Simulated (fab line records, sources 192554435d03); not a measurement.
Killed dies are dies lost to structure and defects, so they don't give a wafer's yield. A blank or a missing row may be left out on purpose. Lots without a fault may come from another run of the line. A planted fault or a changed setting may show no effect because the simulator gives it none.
fab line records | flow n5_finfet
record lots=7 wafers=21
route steps=1938 shown BEOL_M12@1608 BEOL_M13@1680 BEOL_M14@1737 BEOL_M15@1800 MIM_BOT@1833
start_h: hours from the record's first day to the start of the lot's first wafer shown | wait_h: hours since the lot's step before | " the same as in the row above | L1.1+2: a row that stands for several wafers | - no value, or no start given | * or withheld: withheld | < > ~ a bound
route shown NAME@n: a module of which the file shows steps, and the number in the route of the first | usual: mean/standard deviation of fault-free wafers | same: alike in all rows | chamber/n: place in a boat | sites: the reading at each site | _std_site: their standard deviation | _edge_site: outer sites' mean less inner sites' | radius_mm: how far each site lies from the wafer's centre | mask NAME#n: copy n | behind: the tool/chamber that last shaped the wafer | hold: why the lot was held/for how many hours/how that ended | device: the transistor (n, p or np) that didn't switch | end of line: the same wafers' tests at the end of the route | a step without rows: its recipe alone | killed: dies lost to structure and defects at the first sort, not the wafer's yield | map: a wafer's dies, x killed, . not, _ none there
set.NAME: the setting as run; set.NAME@STEP: as run at that earlier step | model.NAME: the simulator's own value behind a step, which no gauge read
lots whose settings were changed on purpose; a table a step, a row a wafer
## steps
# step N5_BEOL_M12_EXPOSE_07
# recipe mask_id=V11 na=0.93 source_shape=conventional sigma_outer=0.6 polarization=unpolarized attpsm_phase_deg=180 dose_mj=32.5
# columns lot.wafer tool chamber start_h wait_h mask set.dose_mj
L074.4+5+6 krf_scanner-02 0 232.31 - V11#0 32.5
L075.2+6 krf_scanner-02 0 254.61 - V11#0 31.22
L075.3 " 0 " " V11#0 32.5
L076.3+6 krf_scanner-02 0 259.55 - V11#0 30.25
L076.5 " 0 " " V11#0 32.5
L080.1+5+6 krf_scanner-02 0 294.12 - V11#0 32.5
L086.1+2+5 krf_scanner-01 0 314.20 - V11#0 32.5
L085.3 krf_scanner-01 0 315.37 - V11#0 34.29
L085.4+5 " 0 " " V11#0 32.5
L097.3 krf_scanner-01 0 401.76 - V11#0 33.57
L097.5+6 " 0 " " V11#0 32.5
# step N5_BEOL_M12_PEB_08
# recipe peb_temp_c=130 peb_time_s=90
# step N5_BEOL_M12_DEVELOP_09
# recipe develop_time_s=45 rinse_liquid=diw dry=air_spin dev_temp_c=21
# step N5_BEOL_M12_HARDBAKE_14
# recipe temp_c=130 time_s=120
# step N5_BEOL_M12_CD_MEAS_10
# recipe target_cd_nm=140 landing_energy_ev=500 detector=se_inlens polarity=opening
# usual cd_nm=139.5/1.4
# columns lot.wafer tool chamber start_h wait_h set.dose_mj@BEOL_M12_EXPOSE_07 cd_nm
L074.4 cd_sem-03 0 232.47 - 32.5 142.7
L074.5 " 0 " " 32.5 141.7
L074.6 " 0 " " 32.5 141.7
L075.2 cd_sem-01 0 254.78 - 31.22 132.1
L075.3 " 0 " " 32.5 140.1
L075.6 " 0 " " 31.22 135.8
L076.3 cd_sem-03 0 259.71 - 30.25 131.5
L076.5 " 0 " " 32.5 139.2
L076.6 " 0 " " 30.25 130.7
L080.1 cd_sem-01 0 294.29 - 32.5 141.7
L080.5 " 0 " " 32.5 141.7
L080.6 " 0 " " 32.5 140.2
L086.1 cd_sem-02 0 314.37 - 32.5 138.8
L086.2 " 0 " " 32.5 138.5
L086.5 " 0 " " 32.5 138.2
L085.3 cd_sem-02 0 315.53 - 34.29 146.4
L085.4 " 0 " " 32.5 140.3
L085.5 " 0 " " 32.5 138.7
L097.3 cd_sem-01 0 401.92 - 33.57 144.7
L097.5 " 0 " " 32.5 140.8
L097.6 " 0 " " 32.5 140.3
# step N5_BEOL_M12_ETCH_59
# recipe chemistry=N2/H2 target=BARC target_depth_a=890 overetch_a=267 time_s=67.9 ion_energy_ev=200 pressure_mtorr=30 source_w=840 bias_w=150 n2_flow_sccm=200 h2_flow_sccm=200
# columns lot.wafer tool chamber start_h wait_h set.h2_flow_sccm
L074.4 rie_diel-05 1 232.60 0.0 200
L074.5+6 " 2,1 " " 190.7
L075.2+3+6 rie_diel-06 2,1,2 254.90 0.0 200
L076.3+5 rie_diel-06 2,0 259.93 0.0 209.5
L076.6 " 3 " " 200
L080.1 rie_diel-05 2 294.41 0.0 200
L080.5+6 " 2,3 " " 208.2
L086.1+2+5 rie_diel-06 3,1,3 314.50 0.0 200
L085.3+4 rie_diel-06 1,0 315.65 0.0 200
L085.5 " 1 " " 212.8
L097.3+6 rie_diel-05 0 402.21 0.0 194.3
L097.5 " 1 " " 200
# step N5_BEOL_M12_VIA_ETCH_16
# recipe chemistry=C4F8/O2/Ar target=SiOC pressure_mtorr=30 source_w=3000 bias_w=700 Ar_flow_sccm=400 C4F8_flow_sccm=15 O2_flow_sccm=8 he_inner_torr=15 he_outer_torr=30 target_depth_a=7248 time_s=withheld ion_energy_ev=250 ends=cleared
# step N5_BEOL_M12_STRIP_63
# recipe chemistry=N2/H2 power_w=1000 temp_c=250 h2_frac=0.65 overash_fraction=0.3 pressure_mtorr=1000 n2_flow_sccm=1750 h2_flow_sccm=3250
# step N5_BEOL_M12_STRIP_71
# recipe chemistry=post_etch_residue_remover time_s=60 temp_c=25 remover_ph=withheld remover_water_wt_pct=withheld remover_fluoride_wt_pct=withheld
# step N5_BEOL_M12_SRD_72
# recipe time_s=30 temp_c=23 rinse_liquid=diw dry=n2_spin spin_rpm=1500 dry_time_s=30
# step N5_BEOL_M12_CD_MEAS_17
# recipe target_cd_nm=140 polarity=opening
# usual cd_nm=140.1/1.6
# columns lot.wafer tool chamber start_h wait_h set.dose_mj@BEOL_M12_EXPOSE_07 cd_nm
L074.4 cd_sem-01 - 233.06 0.0 32.5 142.1
L074.5 " - " " 32.5 141.7
L074.6 " - " " 32.5 141.8
L075.2 cd_sem-03 - 255.36 0.0 31.22 131.9
L075.3 " - " " 32.5 140.6
L075.6 " - " " 31.22 136.0
L076.3 cd_sem-03 - 260.39 0.0 30.25 131.3
L076.5 " - " " 32.5 140.1
L076.6 " - " " 30.25 130.5
L080.1 cd_sem-01 - 294.87 0.0 32.5 142.5
L080.5 " - " " 32.5 142.8
L080.6 " - " " 32.5 141.4
L086.1 cd_sem-03 - 314.99 0.0 32.5 138.9
L086.2 " - " " 32.5 139.4
L086.5 " - " " 32.5 137.9
L085.3 cd_sem-02 - 316.15 0.0 34.29 147.8
L085.4 " - " " 32.5 141.4
L085.5 " - " " 32.5 140.5
L097.3 cd_sem-02 - 402.67 0.0 33.57 145.6
L097.5 " - " " 32.5 143.4
L097.6 " - " " 32.5 141.4
# step N5_BEOL_M13_COAT_65
# recipe resist=SOC temp_c=250 time_s=60 spin_rpm=1500 resist_thk_nm=350
# columns lot.wafer tool chamber start_h wait_h set.spin_rpm model.SOC_of_BEOL_M13_COAT_65.thk_nm
L074.4 litho_track-03 0 237.86 0.0 1500 349.8
L074.5 " 0 " " 1561 343
L074.6 " 0 " " 1500 351.2
L075.2 litho_track-03 0 259.82 0.0 1500 350.2
L075.3 " 0 " " 1455 357.4
L075.6 " 0 " " 1455 356.2
L076.3 litho_track-03 0 265.44 0.0 1500 350
L076.5 " 0 " " 1416 361.6
L076.6 " 0 " " 1500 351.4
L080.1 litho_track-03 0 301.80 0.0 1554 341.8
L080.5 " 0 " " 1500 349.4
L080.6 " 0 " " 1554 343
L086.1+5 litho_track-04 0 322.38 0.0 1500 351.2
L086.2 " 0 " " 1500 351
L085.3+5 litho_track-03 0 324.33 0.0 1377 364.8
L085.4 " 0 " " 1500 349.4
L097.3 litho_track-01 0 409.75 0.0 1453 354.2
L097.5 " 0 " " 1500 348.6
L097.6 " 0 " " 1500 348
# step N5_BEOL_M13_EXPOSE_25
# recipe mask_id=M13 na=0.93 source_shape=conventional sigma_outer=0.4 polarization=unpolarized target_cd_nm=210 dose_mj=22
# columns lot.wafer tool chamber start_h wait_h mask set.dose_mj
L074.4 krf_scanner-01 0 237.99 - M13#0 21.19
L074.5+6 " 0 " " M13#0 22
L075.2+3+6 krf_scanner-01 0 260.07 - M13#0 22
L076.3+5 krf_scanner-01 0 265.57 - M13#0 22.89
L076.6 " 0 " " M13#0 22
L080.1+6 krf_scanner-02 0 302.04 - M13#0 22
L080.5 " 0 " " M13#0 22.45
L086.1+2+5 krf_scanner-02 0 322.50 - M13#0 22
L085.3+4+5 krf_scanner-01 0 324.59 - M13#0 22
L097.3+6 krf_scanner-02 0 410.00 - M13#0 21.33
L097.5 " 0 " " M13#0 22
# step N5_BEOL_M13_PEB_26
# recipe peb_temp_c=130 peb_time_s=90
# step N5_BEOL_M13_DEVELOP_27
# recipe develop_time_s=45 rinse_liquid=diw dry=air_spin dev_temp_c=21
# step N5_BEOL_M13_HARDBAKE_32
# recipe temp_c=130 time_s=120
# step N5_BEOL_M13_CD_MEAS_28
# recipe target_cd_nm=209.5 landing_energy_ev=500 detector=se_inlens
# usual cd_nm=209.1/0.88
# columns lot.wafer tool chamber start_h wait_h set.dose_mj@BEOL_M13_EXPOSE_25 cd_nm
L074.4 cd_sem-03 0 238.15 - 21.19 204.2
L074.5 " 0 " " 22 208.7
L074.6 " 0 " " 22 208.3
L075.2 cd_sem-02 0 260.24 - 22 209.4
L075.3 " 0 " " 22 210.0
L075.6 " 0 " " 22 208.5
L076.3 cd_sem-02 0 265.73 - 22.89 213.1
L076.5 " 0 " " 22.89 213.7
L076.6 " 0 " " 22 210.2
L080.1 cd_sem-01 0 302.21 - 22 209.7
L080.5 " 0 " " 22.45 213.3
L080.6 " 0 " " 22 211.0
L086.1 cd_sem-01 0 322.67 - 22 208.7
L086.2 " 0 " " 22 208.9
L086.5 " 0 " " 22 209.2
L085.3 cd_sem-03 0 324.75 - 22 209.0
L085.4 " 0 " " 22 208.6
L085.5 " 0 " " 22 209.2
L097.3 cd_sem-01 0 410.17 - 21.33 205.7
L097.5 " 0 " " 22 208.6
L097.6 " 0 " " 21.33 205.8
# step N5_BEOL_M13_DESCUM_33
# recipe chemistry=O2 time_s=7.9 source_power_w=50 bias_power_w=20 pressure_mtorr=20 rf_frequency_hz=2.712e+07 temp_c=40 o2_flow_sccm=225
# columns lot.wafer tool chamber start_h wait_h set.dose_mj@BEOL_M13_EXPOSE_25 model.BEOL_M13.cd_nm
L074.4 rie_diel-02 0 238.23 0.0 21.19 204.2
L074.5 " 1 " " 22 208.6
L074.6 " 2 " " 22 208.4
L075.2 rie_diel-02 0 260.58 0.3 22 209.4
L075.3 " 1 " " 22 210
L075.6 " 0 " " 22 208.8
L076.3 rie_diel-02 0 265.82 0.0 22.89 213
L076.5 " 2 " " 22.89 213.6
L076.6 " 1 " " 22 209.8
L080.1 rie_diel-02 3 302.30 0.0 22 209.8
L080.5 " 3 " " 22.45 213.4
L080.6 " 1 " " 22 210.6
L086.1 rie_diel-02 0 322.76 0.0 22 208.6
L086.2 " 1 " " 22 209.4
L086.5 " 2 " " 22 208.8
L085.3+4 rie_diel-02 1 324.84 0.0 22 209
L085.5 " 0 " " 22 209.2
L097.3 rie_diel-02 0 410.25 0.0 21.33 205.6
L097.5 " 1 " " 22 208.6
L097.6 " 0 " " 21.33 205.8
# step N5_BEOL_M13_ETCH_67
# recipe chemistry=CF4 target=SiARC target_depth_a=1430 time_s=238.3 ion_energy_ev=80 pressure_mtorr=40 source_w=545 bias_w=36 Ar_flow_sccm=100 cf4_flow_sccm=100 ends=cleared
# columns lot.wafer tool chamber start_h wait_h set.dose_mj@BEOL_M13_EXPOSE_25 model.BEOL_M13.cd_nm
L074.4 rie_diel-02 0 238.27 0.0 21.19 204.6
L074.5 " 1 " " 22 209.2
L074.6 " 2 " " 22 208.6
L075.2 rie_diel-02 0 260.61 0.0 22 210.4
L075.3 " 1 " " 22 211
L075.6 " 0 " " 22 209.6
L076.3 rie_diel-02 0 265.85 0.0 22.89 213
L076.5 " 2 " " 22.89 213.8
L076.6 " 1 " " 22 210.6
L080.1 rie_diel-02 3 302.33 0.0 22 210.4
L080.5 " 3 " " 22.45 213.8
L080.6 " 1 " " 22 211
L086.1 rie_diel-02 0 322.79 0.0 22 208.8
L086.2 " 1 " " 22 209.6
L086.5 " 2 " " 22 209
L085.3+4 rie_diel-02 1 324.87 0.0 22 209.4
L085.5 " 0 " " 22 209.2
L097.3 rie_diel-02 0 410.29 0.0 21.33 206.2
L097.5 " 1 " " 22 208.8
L097.6 " 0 " " 21.33 205.8
# step N5_BEOL_M14_COAT_65
# recipe resist=SOC temp_c=250 time_s=60 spin_rpm=1500 resist_thk_nm=450
# columns lot.wafer tool chamber start_h wait_h set.spin_rpm model.SOC_of_BEOL_M14_COAT_65.thk_nm
L074.4 litho_track-02 0 246.01 0.0 1500 450.4
L074.5 " 0 " " 1567 440.6
L074.6 " 0 " " 1567 440.2
L075.2 litho_track-02 0 264.94 0.0 1500 451
L075.3 " 0 " " 1500 451.2
L075.6 " 0 " " 1500 450.6
L076.3 litho_track-04 0 270.61 0.0 1500 451.4
L076.5 " 0 " " 1500 452.6
L076.6 " 0 " " 1500 453.4
L080.1 litho_track-04 0 306.41 0.0 1500 450.4
L080.5 " 0 " " 1500 450.8
L080.6 " 0 " " 1500 452.6
L086.1 litho_track-02 0 329.82 0.0 1500 451.6
L086.2 " 0 " " 1500 452
L086.5 " 0 " " 1500 453
L085.3 litho_track-02 0 331.97 0.0 1500 451.8
L085.4 " 0 " " 1500 451.6
L085.5 " 0 " " 1439 461
L097.3 litho_track-04 0 417.33 0.0 1500 451.8
L097.5 " 0 " " 1500 451.6
L097.6 " 0 " " 1617 433.2
# step N5_BEOL_M15_EXPOSE_25
# recipe mask_id=M15 na=0.8 source_shape=annular sigma_inner=0.5 sigma_outer=0.8 polarization=unpolarized target_cd_nm=400 dose_mj=35.5
# columns lot.wafer tool chamber start_h wait_h mask set.dose_mj
L074.4 krf_scanner-02 0 250.99 - M15#0 36.66
L074.5+6 " 0 " " M15#0 35.5
L075.2+3+6 krf_scanner-02 0 271.80 - M15#0 35.5
L076.3+5+6 krf_scanner-01 0 275.84 - M15#0 35.5
L080.1 krf_scanner-02 0 314.07 - M15#0 33.72
L080.5+6 " 0 " " M15#0 35.5
L086.1+2+5 krf_scanner-01 0 335.43 - M15#0 35.5
L085.3+4 krf_scanner-02 0 338.02 - M15#0 35.5
L085.5 " 0 " " M15#0 34.25
L097.3+5+6 krf_scanner-01 0 423.53 - M15#0 35.5
# step N5_BEOL_M15_PEB_26
# recipe peb_temp_c=130 peb_time_s=90
# step N5_BEOL_M15_DEVELOP_27
# recipe develop_time_s=45 rinse_liquid=diw dry=air_spin dev_temp_c=21
# step N5_BEOL_M15_HARDBAKE_32
# recipe temp_c=130 time_s=120
# step N5_BEOL_M15_CD_MEAS_28
# recipe target_cd_nm=407.6 landing_energy_ev=500 detector=se_inlens
# usual cd_nm=407.2/1.8
# columns lot.wafer tool chamber start_h wait_h set.dose_mj@BEOL_M15_EXPOSE_25 cd_nm
L074.4 cd_sem-01 0 251.15 - 36.66 415.4
L074.5 " 0 " " 35.5 410.2
L074.6 " 0 " " 35.5 410.3
L075.2 cd_sem-02 0 271.97 - 35.5 407.0
L075.3 " 0 " " 35.5 407.2
L075.6 " 0 " " 35.5 408.2
L076.3 cd_sem-03 0 276.00 - 35.5 407.2
L076.5 " 0 " " 35.5 408.2
L076.6 " 0 " " 35.5 407.9
L080.1 cd_sem-03 0 314.24 - 33.72 401.1
L080.5 " 0 " " 35.5 408.4
L080.6 " 0 " " 35.5 407.6
L086.1 cd_sem-01 0 335.60 - 35.5 408.5
L086.2 " 0 " " 35.5 408.6
L086.5 " 0 " " 35.5 407.8
L085.3 cd_sem-03 0 338.18 - 35.5 406.9
L085.4 " 0 " " 35.5 408.0
L085.5 " 0 " " 34.25 401.6
L097.3 cd_sem-02 0 423.70 - 35.5 405.5
L097.5 " 0 " " 35.5 405.3
L097.6 " 0 " " 35.5 407.8
# step N5_BEOL_M15_DESCUM_33
# recipe chemistry=O2 time_s=7.9 source_power_w=50 bias_power_w=20 pressure_mtorr=20 rf_frequency_hz=2.712e+07 temp_c=40 o2_flow_sccm=225
# columns lot.wafer tool chamber start_h wait_h set.dose_mj@BEOL_M15_EXPOSE_25 model.BEOL_M15.cd_nm
L074.4 rie_diel-01 3 251.51 0.3 36.66 415.6
L074.5 " 1 " " 35.5 410
L074.6 " 2 " " 35.5 410.2
L075.2 rie_diel-04 2 272.16 0.1 35.5 407
L075.3 " 1 " " 35.5 407.2
L075.6 " 2 " " 35.5 408
L076.3 rie_diel-01 1 276.09 0.0 35.5 407.4
L076.5 " 0 " " 35.5 408.2
L076.6 " 3 " " 35.5 407.6
L080.1 rie_diel-02 3 314.33 0.0 33.72 401.2
L080.5 " 1 " " 35.5 408.4
L080.6 " 3 " " 35.5 407.6
L086.1 rie_diel-01 3 335.69 0.0 35.5 408.4
L086.2 " 2 " " 35.5 408.6
L086.5 " 0 " " 35.5 407.8
L085.3 rie_diel-04 2 338.30 0.1 35.5 406.8
L085.4 " 1 " " 35.5 408
L085.5 " 1 " " 34.25 401.2
L097.3 rie_diel-04 0 423.79 0.0 35.5 405.6
L097.5 " 1 " " 35.5 405
L097.6 " 0 " " 35.5 407.6
# step N5_BEOL_M15_ETCH_61
# recipe chemistry=N2/H2 target=BARC target_depth_a=890 overetch_a=267 time_s=67.9 ion_energy_ev=200 pressure_mtorr=30 source_w=840 bias_w=150 n2_flow_sccm=200 h2_flow_sccm=200
# columns lot.wafer tool chamber start_h wait_h set.time_s set.dose_mj@BEOL_M15_EXPOSE_25 model.coat_of_BEOL_M15_COAT_22.thk_nm model.BEOL_M15.cd_nm
L074.4 rie_diel-01 3 251.55 0.0 67.9 36.66 719.2 407.4
L074.5 " 1 " " 67.9 35.5 719.6 402.2
L074.6 " 2 " " 67.9 35.5 721 402
L075.2 rie_diel-04 2 272.19 0.0 67.9 35.5 718.8 400
L075.3 " 1 " " 73.97 35.5 711.2 400.4
L075.6 " 2 " " 67.9 35.5 717.8 401
L076.3 rie_diel-01 1 276.12 0.0 81.27 35.5 703.8 402.4
L076.5 " 0 " " 67.9 35.5 715.4 400
L076.6 " 3 " " 81.27 35.5 702.2 402.6
L080.1 rie_diel-02 3 314.37 0.0 67.9 33.72 716.2 392.4
L080.5 " 1 " " 76.82 35.5 705.2 402.8
L080.6 " 3 " " 76.82 35.5 710.8 400.8
L086.1 rie_diel-01 3 335.72 0.0 67.9 35.5 716.6 401.4
L086.2 " 2 " " 67.9 35.5 715 401.6
L086.5 " 0 " " 67.9 35.5 715.8 401.6
L085.3 rie_diel-04 2 338.34 0.0 75.11 35.5 710.6 401.8
L085.4 " 1 " " 75.11 35.5 711.2 402.2
L085.5 " 1 " " 75.11 34.25 710.8 395.2
L097.3 rie_diel-04 0 423.82 0.0 67.9 35.5 721 398.6
L097.5 " 1 " " 67.9 35.5 717.8 397.6
L097.6 " 0 " " 67.9 35.5 717.4 399.8
# step N5_MIM_BOT_SPUTTER_00
# recipe material=TiN target_thk_a=350 temp_c=200 power_w=3000 chamber_pressure_pa=0.49996 gas=Ar reactive_partial_pa=0.37997 time_s=89.7
# columns lot.wafer tool chamber start_h wait_h set.time_s model.TiN_of_MIM_BOT_SPUTTER_00.thk_nm
L074.4 pvd_sputter-02 - 256.75 0.0 89.7 35.2
L074.5 " - " " 89.7 35
L074.6 " - " " 89.7 35.4
L075.2+3+6 pvd_sputter-03 - 279.14 0.0 89.7 34.8
L076.3 pvd_sputter-02 - 282.26 0.0 89.7 35.4
L076.5 " - " " 89.7 35.2
L076.6 " - " " 96.15 38.2
L080.1 pvd_sputter-02 - 319.64 0.0 96.35 38
L080.5 " - " " 96.35 37.6
L080.6 " - " " 89.7 35.2
L086.1 pvd_sputter-03 - 342.16 0.0 89.7 34.6
L086.2+5 " - " " 89.7 34.8
L085.3+5 pvd_sputter-01 - 342.73 0.0 98.22 38.2
L085.4 " - " " 89.7 35
L097.3+5 pvd_sputter-02 - 431.12 0.0 89.7 34.8
L097.6 " - " " 85.02 32.4
## key
split step=N5_BEOL_M12_EXPOSE_07 setting=dose_mj stated=32.5 by=wafer
response step=N5_BEOL_M12_CD_MEAS_10 reading=cd_nm change=+1.27 per=1% r=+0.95
response step=N5_BEOL_M12_CD_MEAS_17 reading=cd_nm change=+1.32 per=1% r=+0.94
split step=N5_BEOL_M12_ETCH_59 setting=h2_flow_sccm stated=200 by=wafer
response none clear
split step=N5_BEOL_M13_COAT_65 setting=spin_rpm stated=1500 by=wafer
response step=N5_BEOL_M13_COAT_65 reading=model.SOC_of_BEOL_M13_COAT_65.thk_nm change=-1.91 per=1% r=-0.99
split step=N5_BEOL_M13_EXPOSE_25 setting=dose_mj stated=22 by=wafer
response step=N5_BEOL_M13_CD_MEAS_28 reading=cd_nm change=+0.992 per=1% r=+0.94
response step=N5_BEOL_M13_DESCUM_33 reading=model.BEOL_M13.cd_nm change=+1.05 per=1% r=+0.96
response step=N5_BEOL_M13_ETCH_67 reading=model.BEOL_M13.cd_nm change=+0.969 per=1% r=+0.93
split step=N5_BEOL_M14_COAT_65 setting=spin_rpm stated=1500 by=wafer
response step=N5_BEOL_M14_COAT_65 reading=model.SOC_of_BEOL_M14_COAT_65.thk_nm change=-2.33 per=1% r=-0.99
split step=N5_BEOL_M15_EXPOSE_25 setting=dose_mj stated=35.5 by=wafer
response step=N5_BEOL_M15_CD_MEAS_28 reading=cd_nm change=+1.49 per=1% r=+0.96
response step=N5_BEOL_M15_DESCUM_33 reading=model.BEOL_M15.cd_nm change=+1.53 per=1% r=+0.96
response step=N5_BEOL_M15_ETCH_61 reading=model.BEOL_M15.cd_nm change=+1.83 per=1% r=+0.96
split step=N5_BEOL_M15_ETCH_61 setting=time_s stated=67.9 by=wafer
response step=N5_BEOL_M15_ETCH_61 reading=model.coat_of_BEOL_M15_COAT_22.thk_nm change=-0.649 per=1% r=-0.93
split step=N5_MIM_BOT_SPUTTER_00 setting=time_s stated=89.7 by=wafer
response step=N5_MIM_BOT_SPUTTER_00 reading=model.TiN_of_MIM_BOT_SPUTTER_00.thk_nm change=+0.371 per=1% r=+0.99
